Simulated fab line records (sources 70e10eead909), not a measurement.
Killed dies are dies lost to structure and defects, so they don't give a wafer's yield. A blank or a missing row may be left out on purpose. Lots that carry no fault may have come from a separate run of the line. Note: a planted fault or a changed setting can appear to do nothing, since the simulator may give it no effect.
Chamber matching | flow nand_harc | NHARC_A_STAIRCASE_DEP_259 on pecvd-03: 3 sister chambers
The step deposits SiON, target thk 30 nm. 14 wafers are shown with their chamber, then 7 later ones without.

WAFERS WITH THEIR CHAMBER
wafer  | chamber | heater_power_w (W)
L080.1 | 2       | 969
L080.4 | 2       | 916
L080.5 | 1       | 764
L085.2 | 1       | 753
L085.4 | 0       | 834
L085.6 | 1       | 766
L087.3 | 0       | 933
L087.4 | 0       | 758
L087.5 | 2       | 879
L088.2 | 2       | 918
L088.4 | 2       | 916
L088.6 | 1       | 809
L089.1 | 2       | 849
L089.2 | 1       | 734

SIGNATURES, as means of the wafers listed above
reading        | chamber 0 | chamber 1 | chamber 2 | scatter within a chamber
heater_power_w | 841.67    | 765.20    | 907.83    | 49.3
Rule: a wafer lies at a distance from a chamber equal to the root of the sum of squares, over the readings, of (its reading less the chamber's mean, divided by the reading's scatter). The wafer belongs to the nearest chamber; if the next one is less than 2 further off, it can't be placed. How the scatter is found: for the shown wafers, subtract from each reading the mean of its chamber, square and add these, divide the total by (wafers less chambers), then take the root.

WAFERS WHOSE CHAMBER IS MISSING
wafer  | heater_power_w (W)
L089.4 | 732
L092.2 | 868
L092.3 | 847
L092.4 | 885
L094.1 | 865
L094.2 | 874
L094.6 | 892

THE CHAMBER EACH PASSED THROUGH
wafer  | from the rows above          | in truth
L089.4 | can't be placed: 1 or 0      | 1
L092.2 | can't be placed: 0 or 2 or 1 | 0
L092.3 | can't be placed: 0 or 2 or 1 | 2
L092.4 | can't be placed: 2 or 0 or 1 | 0
L094.1 | can't be placed: 0 or 2 or 1 | 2
L094.2 | can't be placed: 0 or 2 or 1 | 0
L094.6 | can't be placed: 2 or 0      | 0
Correctly placed: 0 of 7. Cannot be placed on the basis of these rows: 7; the candidates contain the true chamber in 7. Placed wrongly: 0.
